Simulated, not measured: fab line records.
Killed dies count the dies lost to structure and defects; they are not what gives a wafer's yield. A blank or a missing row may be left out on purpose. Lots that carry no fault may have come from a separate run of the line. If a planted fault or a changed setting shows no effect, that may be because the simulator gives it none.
Which tool did it? + flow n5_finfet + 69 wafers from 23 lots sampled at 6 of the route's 1938 steps

== WHAT THE GAUGES SHOWED, per wafer ==
N5_BEOL_M0_RS_MEAS_126: a four-point-probe measurement. Usual: M0_RS typically reads 0.531 ohm/sq, with standard deviation 0.015.
| lot  | measured     | on            | M0_RS (ohm/sq)    | flag |
|------|--------------|---------------|-------------------|------|
| L074 | day 5 23:34  | film_metro-01 | 0.548 0.526 0.543 |      |
| L075 | day 6 07:02  | film_metro-01 | 0.556 0.531 0.506 |      |
| L076 | day 6 09:35  | film_metro-02 | 0.540 0.523 0.519 |      |
| L077 | day 6 19:55  | film_metro-01 | 0.561 0.530 0.527 |      |
| L078 | day 6 19:16  | film_metro-01 | 0.528 0.516 0.520 |      |
| L079 | day 7 05:34  | film_metro-02 | 0.545 0.542 0.542 |      |
| L080 | day 7 20:11  | film_metro-01 | 0.548 0.536 0.527 |      |
| L081 | day 7 23:02  | film_metro-01 | 0.543 0.569 0.539 |      |
| L082 | day 8 01:40  | film_metro-01 | 0.538 0.546 0.508 |      |
| L084 | day 8 06:44  | film_metro-01 | 0.536 0.530 0.495 |      |
| L083 | day 8 07:15  | film_metro-01 | 0.503 0.498 0.514 |      |
| L085 | day 8 17:03  | film_metro-01 | 0.539 0.529 0.532 |      |
| L086 | day 8 22:47  | film_metro-01 | 0.522 0.528 0.490 |      |
| L087 | day 9 03:28  | film_metro-02 | 0.538 0.538 0.520 |      |
| L088 | day 9 20:19  | film_metro-01 | 0.557 0.532 0.532 |      |
| L090 | day 9 22:05  | film_metro-01 | 0.516 0.508 0.510 |      |
| L091 | day 10 02:13 | film_metro-01 | 0.531 0.534 0.516 |      |
| L092 | day 10 08:27 | film_metro-01 | 0.531 0.528 0.526 |      |
| L093 | day 10 23:52 | film_metro-01 | 0.546 0.561 0.541 |      |
| L094 | day 11 09:43 | film_metro-02 | 0.552 0.547 0.538 |      |
| L095 | day 11 09:27 | film_metro-01 | 0.538 0.530 0.509 |      |
| L096 | day 12 00:07 | film_metro-01 | 0.535 0.533 0.538 |      |
| L097 | day 12 02:28 | film_metro-01 | 0.535 0.529 0.536 |      |

== EACH LOT AND THE TOOL THAT RAN IT (in order: tool; ch and the chambers of the sampled wafers; start) ==
| lot  | N5_BEOL_M0_SAQP_ETCH_88            | N5_BEOL_M0_CUTY_ETCH_62            | N5_BEOL_M0_DEGAS_112         | N5_BEOL_M0_ANNEAL_133        | N5_BEOL_M0_CMP_120            |
|------|------------------------------------|------------------------------------|------------------------------|------------------------------|-------------------------------|
| L074 | rie_diel-01 ch 1,2,3, day 5 17:05  | rie_diel-05 ch 0,2, day 5 18:38    | pvd_sputter-03, day 5 21:23  | pvd_sputter-03, day 5 22:20  | cmp-03 ch 0,1, day 5 22:59    |
| L075 | rie_diel-01 ch 1,3, day 5 21:26    | rie_diel-06 ch 1,3, day 5 22:50    | pvd_sputter-02, day 6 04:59  | pvd_sputter-02, day 6 05:49  | cmp-01 ch 0,2,3, day 6 06:29  |
| L076 | rie_diel-01 ch 1,2, day 6 01:22    | rie_diel-05 ch 0,2,3, day 6 02:46  | pvd_sputter-03, day 6 07:34  | pvd_sputter-01, day 6 08:23  | cmp-04 ch 0,1,3, day 6 09:02  |
| L077 | rie_diel-03 ch 0,1,3, day 6 12:44  | rie_diel-05 ch 1,2,3, day 6 14:20  | pvd_sputter-01, day 6 17:17  | pvd_sputter-03, day 6 18:35  | cmp-04 ch 1,2, day 6 19:20    |
| L078 | rie_diel-01 ch 2,3, day 6 14:24    | rie_diel-02 ch 1,2, day 6 15:47    | pvd_sputter-03, day 6 17:11  | pvd_sputter-03, day 6 18:04  | cmp-03 ch 0,1,2, day 6 18:50  |
| L079 | rie_diel-01 ch 2,3, day 6 18:26    | rie_diel-06 ch 0,3, day 6 20:38    | pvd_sputter-01, day 7 02:49  | pvd_sputter-01, day 7 03:59  | cmp-04 ch 2,3, day 7 04:55    |
| L080 | rie_diel-04 ch 2,3, day 7 13:27    | rie_diel-02 ch 0,1,2, day 7 14:50  | pvd_sputter-03, day 7 16:48  | pvd_sputter-02, day 7 18:59  | cmp-04 ch 1,2, day 7 19:38    |
| L081 | rie_diel-03 ch 0,1,2, day 7 13:50  | rie_diel-06 ch 0,1,2, day 7 15:26  | pvd_sputter-02, day 7 20:08  | pvd_sputter-02, day 7 21:32  | cmp-04 ch 0,1,2, day 7 22:29  |
| L082 | rie_diel-03 ch 1,3, day 7 19:32    | rie_diel-02 ch 0,1,2, day 7 20:50  | pvd_sputter-01, day 7 23:23  | pvd_sputter-02, day 8 00:27  | cmp-03 ch 0,3, day 8 01:06    |
| L084 | rie_diel-04 ch 2,3, day 8 00:40    | rie_diel-06 ch 0,2, day 8 02:04    | pvd_sputter-01, day 8 04:34  | pvd_sputter-03, day 8 05:32  | cmp-01 ch 0,3, day 8 06:11    |
| L083 | rie_diel-03 ch 0,1,2, day 8 01:35  | rie_diel-05 ch 0,2,3, day 8 03:13  | pvd_sputter-01, day 8 04:39  | pvd_sputter-03, day 8 05:58  | cmp-01 ch 0,3, day 8 06:40    |
| L085 | rie_diel-01 ch 0,1,3, day 8 11:15  | rie_diel-06 ch 0,1,3, day 8 12:31  | pvd_sputter-02, day 8 14:11  | pvd_sputter-01, day 8 15:30  | cmp-04 ch 0,1,2, day 8 16:35  |
| L086 | rie_diel-03 ch 0,1,3, day 8 15:55  | rie_diel-06 ch 1,2,3, day 8 17:14  | pvd_sputter-03, day 8 20:25  | pvd_sputter-01, day 8 21:22  | cmp-03 ch 1,2,3, day 8 22:13  |
| L087 | rie_diel-04 ch 0,1,2, day 8 18:46  | rie_diel-02 ch 0,2,3, day 8 21:43  | pvd_sputter-02, day 8 23:33  | pvd_sputter-02, day 9 02:15  | cmp-04 ch 0,1,2, day 9 02:59  |
| L088 | rie_diel-01 ch 1,3, day 9 11:51    | rie_diel-06 ch 1,2, day 9 13:21    | pvd_sputter-02, day 9 16:58  | pvd_sputter-01, day 9 19:05  | cmp-03 ch 0,2, day 9 19:44    |
| L090 | rie_diel-03 ch 1,2, day 9 17:25    | rie_diel-02 ch 2,3, day 9 18:49    | pvd_sputter-03, day 9 20:04  | pvd_sputter-02, day 9 20:50  | cmp-01 ch 0,1, day 9 21:30    |
| L091 | rie_diel-04 ch 0,2, day 9 19:41    | rie_diel-06 ch 1,2,3, day 9 21:05  | pvd_sputter-03, day 9 23:30  | pvd_sputter-01, day 10 00:28 | cmp-01 ch 0,2,3, day 10 01:41 |
| L092 | rie_diel-01 ch 0,1, day 10 01:10   | rie_diel-06 ch 1,2,3, day 10 02:51 | pvd_sputter-01, day 10 04:40 | pvd_sputter-01, day 10 07:14 | cmp-03 ch 1,3, day 10 07:56   |
| L093 | rie_diel-01 ch 0,2, day 10 14:09   | rie_diel-06 ch 0,1,3, day 10 15:28 | pvd_sputter-01, day 10 20:03 | pvd_sputter-01, day 10 21:25 | cmp-04 ch 0,3, day 10 23:19   |
| L094 | rie_diel-01 ch 1,2, day 10 19:21   | rie_diel-05 ch 2,3, day 10 20:55   | pvd_sputter-02, day 11 07:08 | pvd_sputter-03, day 11 08:11 | cmp-01 ch 2,3, day 11 09:09   |
| L095 | rie_diel-03 ch 0,2,3, day 11 01:40 | rie_diel-02 ch 1,2,3, day 11 03:16 | pvd_sputter-02, day 11 07:04 | pvd_sputter-01, day 11 07:55 | cmp-04 ch 0,3, day 11 08:53   |
| L096 | rie_diel-03 ch 0,1, day 11 19:07   | rie_diel-02 ch 0,2, day 11 20:34   | pvd_sputter-03, day 11 21:50 | pvd_sputter-03, day 11 22:53 | cmp-04 ch 0,1,2, day 11 23:38 |
| L097 | rie_diel-01 ch 0,2,3, day 11 21:16 | rie_diel-06 ch 0,2,3, day 11 23:02 | pvd_sputter-02, day 12 00:10 | pvd_sputter-01, day 12 01:08 | cmp-03 ch 0,1,3, day 12 01:49 |
- N5_BEOL_M0_SAQP_ETCH_88: etches underlayer in N2/H2, target depth 6.5 nm, time 5.2 s.
- N5_BEOL_M0_CUTY_ETCH_62: etches SiARC in CF4, time 58.5 s.
- N5_BEOL_M0_DEGAS_112: time 60 s.
- N5_BEOL_M0_ANNEAL_133: time 60 s.
- N5_BEOL_M0_CMP_120: polishes, stops on SiOC, t overpolish 6.9 s.

== AS READ BY THE TOOLS THEMSELVES (means over the sampled wafers that have a number; for cases with no such wafer, the mark the record gives instead) ==
N5_BEOL_M0_SAQP_ETCH_88. Usual: drypump_motor_current_A 5.5 A, standard deviation 0.39; etch_rf_on_time_s 5.14 s, standard deviation 0.084; oes_product_au 0.70 a.u., standard deviation 0.071; rf_vpp_V 525 V, standard deviation 3; showerhead_plenum_p_Torr 2.58 Torr, standard deviation 0.096; throttle_valve_pct 17.82 %, standard deviation 0.25.
| lot  | tool        | drypump_motor_current_A (A) | etch_rf_on_time_s (s) | oes_product_au (a.u.) | rf_vpp_V (V) | showerhead_plenum_p_Torr (Torr) | throttle_valve_pct (%) | flag |
|------|-------------|-----------------------------|-----------------------|-----------------------|--------------|---------------------------------|------------------------|------|
| L074 | rie_diel-01 | 5.7                         | 5.08                  | 0.73                  | 527          | 2.61                            | 17.68                  |      |
| L075 | rie_diel-01 | 5.6                         | 5.03                  | 0.78                  | 527          | 2.64                            | 17.57                  |      |
| L076 | rie_diel-01 | 5.7                         | 5.13                  | 0.66                  | 524          | 2.58                            | 17.80                  |      |
| L077 | rie_diel-03 | 5.3                         | 5.16                  | 0.71                  | 523          | 2.50                            | 17.88                  |      |
| L078 | rie_diel-01 | 5.5                         | 5.04                  | 0.71                  | 524          | 2.56                            | 17.85                  |      |
| L079 | rie_diel-01 | 5.5                         | 5.07                  | 0.66                  | 523          | 2.54                            | 17.95                  |      |
| L080 | rie_diel-04 | 6.0                         | 5.17                  | 0.60                  | 524          | 2.54                            | 17.98                  |      |
| L081 | rie_diel-03 | 5.5                         | 5.14                  | 0.69                  | 525          | 2.56                            | 17.96                  |      |
| L082 | rie_diel-03 | 5.5                         | 5.12                  | 0.76                  | 524          | 2.55                            | 17.78                  |      |
| L084 | rie_diel-04 | 6.0                         | 5.17                  | 0.60                  | 525          | 2.54                            | 17.98                  |      |
| L083 | rie_diel-03 | 5.5                         | 5.12                  | 0.69                  | 525          | 2.56                            | 17.95                  |      |
| L085 | rie_diel-01 | 5.5                         | 5.15                  | 0.74                  | 528          | 2.66                            | 17.66                  |      |
| L086 | rie_diel-03 | 5.3                         | 5.19                  | 0.69                  | 524          | 2.49                            | 17.92                  |      |
| L087 | rie_diel-04 | 5.8                         | 5.18                  | 0.63                  | 524          | 2.56                            | 17.89                  |      |
| L088 | rie_diel-01 | 5.8                         | 5.11                  | 0.73                  | 528          | 2.66                            | 17.47                  |      |
| L090 | rie_diel-03 | 5.6                         | 5.12                  | 0.71                  | 527          | 2.64                            | 17.98                  |      |
| L091 | rie_diel-04 | 5.8                         | 5.24                  | 0.57                  | 524          | 2.60                            | 18.05                  |      |
| L092 | rie_diel-01 | 5.7                         | 5.15                  | 0.73                  | 527          | 2.69                            | 17.54                  |      |
| L093 | rie_diel-01 | 5.4                         | 5.12                  | 0.80                  | 524          | 2.57                            | 17.75                  |      |
| L094 | rie_diel-01 | 5.8                         | 5.18                  | 0.75                  | 525          | 2.63                            | 17.46                  |      |
| L095 | rie_diel-03 | 5.2                         | 5.14                  | 0.74                  | 527          | 2.62                            | 17.94                  |      |
| L096 | rie_diel-03 | 5.5                         | 5.00                  | 0.78                  | 527          | 2.67                            | 17.71                  |      |
| L097 | rie_diel-01 | 5.4                         | 5.14                  | 0.74                  | 526          | 2.59                            | 17.79                  |      |

N5_BEOL_M0_CUTY_ETCH_62. Usual: drypump_motor_current_A 5.8 A, standard deviation 0.35; etch_rf_on_time_s 58.6 s, standard deviation 0.91; mfc_ar_sccm 100.02 sccm, standard deviation 0.28; oes_product_au 0.68 a.u., standard deviation 0.086; rf_vpp_V 183.7 V, standard deviation 1; showerhead_plenum_p_Torr 2.11 Torr, standard deviation 0.052; throttle_valve_pct 15.67 %, standard deviation 0.28.
| lot  | tool        | drypump_motor_current_A (A) | etch_rf_on_time_s (s) | mfc_ar_sccm (sccm) | oes_product_au (a.u.) | rf_vpp_V (V) | showerhead_plenum_p_Torr (Torr) | throttle_valve_pct (%) | flag |
|------|-------------|-----------------------------|-----------------------|--------------------|-----------------------|--------------|---------------------------------|------------------------|------|
| L074 | rie_diel-05 | 5.8                         | 57.9                  | 100.14             | 0.70                  | 184.4        | 2.13                            | 15.58                  |      |
| L075 | rie_diel-06 | 6.1                         | 58.4                  | 100.17             | 0.66                  | 183.2        | 2.09                            | 15.70                  |      |
| L076 | rie_diel-05 | 5.9                         | 58.0                  | 100.17             | 0.66                  | 183.6        | 2.14                            | 15.70                  |      |
| L077 | rie_diel-05 | 5.7                         | 57.9                  | 100.22             | 0.69                  | 184.2        | 2.14                            | 15.66                  |      |
| L078 | rie_diel-02 | 5.4                         | 58.9                  | 100.01             | 0.64                  | 183.5        | 2.11                            | 15.75                  |      |
| L079 | rie_diel-06 | 6.0                         | 58.4                  | 99.99              | 0.72                  | 183.0        | 2.08                            | 15.62                  |      |
| L080 | rie_diel-02 | 5.7                         | 59.8                  | 99.85              | 0.62                  | 183.6        | 2.10                            | 15.81                  |      |
| L081 | rie_diel-06 | 5.9                         | 58.2                  | 99.81              | 0.77                  | 183.0        | 2.12                            | 15.46                  |      |
| L082 | rie_diel-02 | 5.7                         | 59.6                  | 100.36             | 0.62                  | 183.6        | 2.10                            | 15.81                  |      |
| L084 | rie_diel-06 | 5.9                         | 58.0                  | 99.80              | 0.82                  | 183.8        | 2.11                            | 15.25                  |      |
| L083 | rie_diel-05 | 5.8                         | 58.1                  | 99.99              | 0.72                  | 183.3        | 2.13                            | 15.58                  |      |
| L085 | rie_diel-06 | 6.0                         | 58.8                  | 100.13             | 0.69                  | 184.2        | 2.10                            | 15.67                  |      |
| L086 | rie_diel-06 | 6.0                         | 58.2                  | 99.94              | 0.70                  | 183.0        | 2.10                            | 15.57                  |      |
| L087 | rie_diel-02 | 6.1                         | 59.3                  | 99.74              | 0.61                  | 183.0        | 2.10                            | 16.00                  |      |
| L088 | rie_diel-06 | 5.9                         | 58.1                  | 99.89              | 0.74                  | 183.2        | 2.11                            | 15.38                  |      |
| L090 | rie_diel-02 | 6.1                         | 59.3                  | 100.14             | 0.60                  | 183.8        | 2.10                            | 16.14                  |      |
| L091 | rie_diel-06 | 6.0                         | 58.6                  | 100.14             | 0.68                  | 183.1        | 2.10                            | 15.58                  |      |
| L092 | rie_diel-06 | 6.0                         | 58.4                  | 99.80              | 0.69                  | 183.0        | 2.10                            | 15.58                  |      |
| L093 | rie_diel-06 | 6.0                         | 59.3                  | 99.98              | 0.67                  | 183.3        | 2.10                            | 15.70                  |      |
| L094 | rie_diel-05 | 6.1                         | 57.4                  | 100.22             | 0.71                  | 183.7        | 2.16                            | 15.63                  |      |
| L095 | rie_diel-02 | 5.7                         | 59.1                  | 100.08             | 0.60                  | 183.3        | 2.10                            | 16.00                  |      |
| L096 | rie_diel-02 | 6.0                         | 60.0                  | 100.02             | 0.59                  | 183.3        | 2.08                            | 15.93                  |      |
| L097 | rie_diel-06 | 6.0                         | 58.3                  | 100.10             | 0.71                  | 183.9        | 2.08                            | 15.49                  |      |

N5_BEOL_M0_DEGAS_112. Usual: heater_power_w reads 329 W (standard deviation 33).
| lot  | tool           | heater_power_w (W) | flag |
|------|----------------|--------------------|------|
| L074 | pvd_sputter-03 | 319                |      |
| L075 | pvd_sputter-02 | 325                |      |
| L076 | pvd_sputter-03 | 313                |      |
| L077 | pvd_sputter-01 | 350                |      |
| L078 | pvd_sputter-03 | 339                |      |
| L079 | pvd_sputter-01 | 375                |      |
| L080 | pvd_sputter-03 | 320                |      |
| L081 | pvd_sputter-02 | 320                |      |
| L082 | pvd_sputter-01 | 337                |      |
| L084 | pvd_sputter-01 | 333                |      |
| L083 | pvd_sputter-01 | 361                |      |
| L085 | pvd_sputter-02 | 350                |      |
| L086 | pvd_sputter-03 | 345                |      |
| L087 | pvd_sputter-02 | 343                |      |
| L088 | pvd_sputter-02 | 324                |      |
| L090 | pvd_sputter-03 | 326                |      |
| L091 | pvd_sputter-03 | 298                |      |
| L092 | pvd_sputter-01 | 333                |      |
| L093 | pvd_sputter-01 | 333                |      |
| L094 | pvd_sputter-02 | 318                |      |
| L095 | pvd_sputter-02 | 324                |      |
| L096 | pvd_sputter-03 | 327                |      |
| L097 | pvd_sputter-02 | 302                |      |

N5_BEOL_M0_ANNEAL_133. Usual: heater_power_w reads 837 W (standard deviation 88).
| lot  | tool           | heater_power_w (W) | flag |
|------|----------------|--------------------|------|
| L074 | pvd_sputter-03 | 780                |      |
| L075 | pvd_sputter-02 | 796                |      |
| L076 | pvd_sputter-01 | 899                |      |
| L077 | pvd_sputter-03 | 808                |      |
| L078 | pvd_sputter-03 | 809                |      |
| L079 | pvd_sputter-01 | 946                |      |
| L080 | pvd_sputter-02 | 742                |      |
| L081 | pvd_sputter-02 | 869                |      |
| L082 | pvd_sputter-02 | 714                |      |
| L084 | pvd_sputter-03 | 806                |      |
| L083 | pvd_sputter-03 | 788                |      |
| L085 | pvd_sputter-01 | 893                |      |
| L086 | pvd_sputter-01 | 838                |      |
| L087 | pvd_sputter-02 | 786                |      |
| L088 | pvd_sputter-01 | 809                |      |
| L090 | pvd_sputter-02 | 768                |      |
| L091 | pvd_sputter-01 | 896                |      |
| L092 | pvd_sputter-01 | 816                |      |
| L093 | pvd_sputter-01 | 833                |      |
| L094 | pvd_sputter-03 | 860                |      |
| L095 | pvd_sputter-01 | 902                |      |
| L096 | pvd_sputter-03 | 789                |      |
| L097 | pvd_sputter-01 | 893                |      |

N5_BEOL_M0_CMP_120. Usual: barrier_field_endpoint_s 3.65 s, standard deviation 0.12; clearing_platen_down_force_psi 1.5001 psi, standard deviation 0.003; motor_current_A 6.1 A, standard deviation 0.41; overpolish_run_s 6.900 s, standard deviation 0.0082; retaining_ring_pressure_frac 0.999, standard deviation 0.0045; slurry_flow_ml_min 150.1, standard deviation 0.44; time_to_endpoint_s 62.4 s, standard deviation 2.9.
| lot  | tool   | barrier_field_endpoint_s (s) | clearing_platen_down_force_psi (psi) | motor_current_A (A) | overpolish_run_s (s) | retaining_ring_pressure_frac | slurry_flow_ml_min | time_to_endpoint_s (s) | flag |
|------|--------|------------------------------|--------------------------------------|---------------------|----------------------|------------------------------|--------------------|------------------------|------|
| L074 | cmp-03 | 3.70                         | 1.4978                               | 5.6                 | 6.908                | 0.992                        | 149.9              | 59.9                   |      |
| L075 | cmp-01 | 3.59                         | 1.5007                               | 6.5                 | 6.903                | 0.999                        | 149.8              | 62.5                   |      |
| L076 | cmp-04 | 3.70                         | 1.5015                               | 6.1                 | 6.899                | 0.999                        | 150.2              | 61.3                   |      |
| L077 | cmp-04 | 3.58                         | 1.5032                               | 6.0                 | 6.906                | 1.003                        | 150.2              | 57.4                   |      |
| L078 | cmp-03 | 3.72                         | 1.5019                               | 5.8                 | 6.904                | 0.998                        | 150.3              | 61.3                   |      |
| L079 | cmp-04 | 3.57                         | 1.4992                               | 5.9                 | 6.899                | 0.999                        | 150.1              | 57.5                   |      |
| L080 | cmp-04 | 3.81                         | 1.4996                               | 6.0                 | 6.900                | 0.995                        | 150.5              | 65.1                   |      |
| L081 | cmp-04 | 3.68                         | 1.5032                               | 6.0                 | 6.899                | 1.003                        | 149.9              | 63.8                   |      |
| L082 | cmp-03 | 3.73                         | 1.4982                               | 6.6                 | 6.905                | 0.997                        | 149.6              | 64.7                   |      |
| L084 | cmp-01 | 3.62                         | 1.4985                               | 6.4                 | 6.905                | 1.004                        | 149.9              | 62.5                   |      |
| L083 | cmp-01 | 3.73                         | 1.4971                               | 6.2                 | 6.909                | 1.003                        | 150.3              | 65.9                   |      |
| L085 | cmp-04 | 3.58                         | 1.4991                               | 5.9                 | 6.900                | 0.995                        | 149.6              | 60.0                   |      |
| L086 | cmp-03 | 3.53                         | 1.5000                               | 5.9                 | 6.890                | 0.998                        | 149.9              | 61.6                   |      |
| L087 | cmp-04 | 3.54                         | 1.4994                               | 5.9                 | 6.894                | 0.998                        | 150.5              | 62.4                   |      |
| L088 | cmp-03 | 3.80                         | 1.4989                               | 6.0                 | 6.906                | 1.000                        | 150.1              | 64.3                   |      |
| L090 | cmp-01 | 3.63                         | 1.4991                               | 6.3                 | 6.902                | 1.000                        | 149.9              | 65.2                   |      |
| L091 | cmp-01 | 3.58                         | 1.5019                               | 6.5                 | 6.893                | 1.001                        | 150.2              | 64.1                   |      |
| L092 | cmp-03 | 3.47                         | 1.5004                               | 6.3                 | 6.888                | 0.999                        | 150.2              | 63.6                   |      |
| L093 | cmp-04 | 3.68                         | 1.5031                               | 6.1                 | 6.906                | 0.998                        | 149.9              | 61.6                   |      |
| L094 | cmp-01 | 3.56                         | 1.5006                               | 6.3                 | 6.898                | 1.002                        | 149.9              | 57.7                   |      |
| L095 | cmp-04 | 3.74                         | 1.4969                               | 6.0                 | 6.892                | 1.002                        | 149.8              | 63.2                   |      |
| L096 | cmp-04 | 3.81                         | 1.4988                               | 6.0                 | 6.901                | 0.996                        | 150.3              | 60.6                   |      |
| L097 | cmp-03 | 3.60                         | 1.5024                               | 6.2                 | 6.895                | 0.996                        | 150.1              | 61.9                   |      |

== THE ANSWER, worked out from the rows above alone ==
Rule: lot off if the mean of its wafers having a number is beyond 3 standard deviations from the usual mean. A lot without any number at a reading at which 4 lots or more have one is off too. Where the step has rows for the other lots, those lots are counted as sound. After the gauges, taken in route order, come the tools' own readings; for these a lot's mean is taken, as printed above. The first step at which some lot is off is used, and at that step the reading that is off furthest; a lot without a number counts as furthest.
Nothing can be told from this: no lot is off at any reading shown.

== WHAT THE SIMULATOR HAD INSERTED ==
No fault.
